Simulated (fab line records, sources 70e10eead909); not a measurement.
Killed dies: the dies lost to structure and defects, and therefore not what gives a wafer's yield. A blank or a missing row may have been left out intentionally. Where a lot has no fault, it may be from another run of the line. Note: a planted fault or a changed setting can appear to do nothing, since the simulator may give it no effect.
A lot that was struck, set against a sound lot / flow nandHarc / 14 out of 1159 route steps
Sound: the wafers L733.2, L733.3, L733.5. Wafers struck: L736.1, L736.2, L736.3. At the end, the cause is stated.
At each step with rows: each side's tool, then ch and its chambers, then its first start. Under that, the readings that differ: sound wafers / struck wafers / difference of the means / sigmas: that difference in standard deviations of wafers without a fault.
alike: readings whose means differ by less than 2 such deviations, and words and numbers that are the same on both sides. not compared: withheld readings, readings that some wafer has no value for, bounds like >300 that may hide the same value, and numbers for which the record gives no deviation and whose values overlap.
A row with sigmas, a row that says differs or no value, or rows on one side alone: a step with any of these is where the two part. Non-overlapping numbers with no deviation appear without sigmas and do not part them. Lack of a reading on every wafer of one side parts them only where that side has two or more wafers.

NHARC_A_M0_CMP_23: polishes, t overpolish 20 s, target thk 113.75 nm.
  sound on cmp-01 ch 0,1,3, day 22 23:11; struck on cmp-04 ch 0,1,2, day 23 19:07
  alike: motorCurrentA, timeToEndpointS
NHARC_A_M0_THK_MEAS_24: measures by xrf.
  sound on filmMetro-01 at day 22 23:28; struck on filmMetro-01 at day 23 19:25
  alike: thkNm
after that, 1 step had no rows for these wafers: NHARC_A_M0_SRD_25.
NHARC_A_M0_INSPECT_27:
  sound on defectInspect-01 at day 22 23:38; struck on defectInspect-01 at day 23 19:35
reading=rawDefectCount; sound=689 814 923; struck=413 329 298; difference=-462; sigmas=-3
NHARC_A_M0_PRE_CLEAN_31: time 12 s.
  sound on pecvd-01 ch 0,1,2, day 22 23:42; struck on pecvd-01 ch 0,1,2, day 23 19:40
  alike: heaterPowerW
  not compared: sinceWetCleanH
NHARC_A_M0_DEP_32: deposits SiCN, target thk 30 nm.
  sound on pecvd-01 ch 0,1,2, day 22 23:47; struck on pecvd-01 ch 0,1,2, day 23 19:44
  alike: heaterPowerW
  not compared: sinceWetCleanH
then, 5 steps without rows for these wafers: NHARC_A_M1_DEP_00 (deposits SiOC, target thk 182.5 nm); NHARC_A_M1_DEHYDRATE_01 (time 120 s); NHARC_A_M1_HMDS_02 (time 30 s); NHARC_A_M1_COAT_34 (time 65 s); NHARC_A_M1_COAT_03 (resist thk 90 nm).
NHARC_A_M1_SOFTBAKE_04: time 55 s.
  sound on lithoTrack-06 ch 0, day 23 00:00; struck on lithoTrack-06 ch 0, day 23 20:00
reading=heaterPowerTotalW (W); sound=188.33 188.45 188.32; struck=189.84 190.01 189.78; difference=+1.51; sigmas=+11
  alike: plateTempC
after that, 1 step had no rows for these wafers: NHARC_A_M1_EBR_05.
NHARC_END_SORT_01:
  only the struck wafers appear in the record here, on prober-01 ch 0 at day 25 19:34; the sound ones have no rows

== WHERE THEY PART ==
First at NHARC_A_M0_INSPECT_27; last, within this record, at NHARC_END_SORT_01.

WHY: what the simulator had put in
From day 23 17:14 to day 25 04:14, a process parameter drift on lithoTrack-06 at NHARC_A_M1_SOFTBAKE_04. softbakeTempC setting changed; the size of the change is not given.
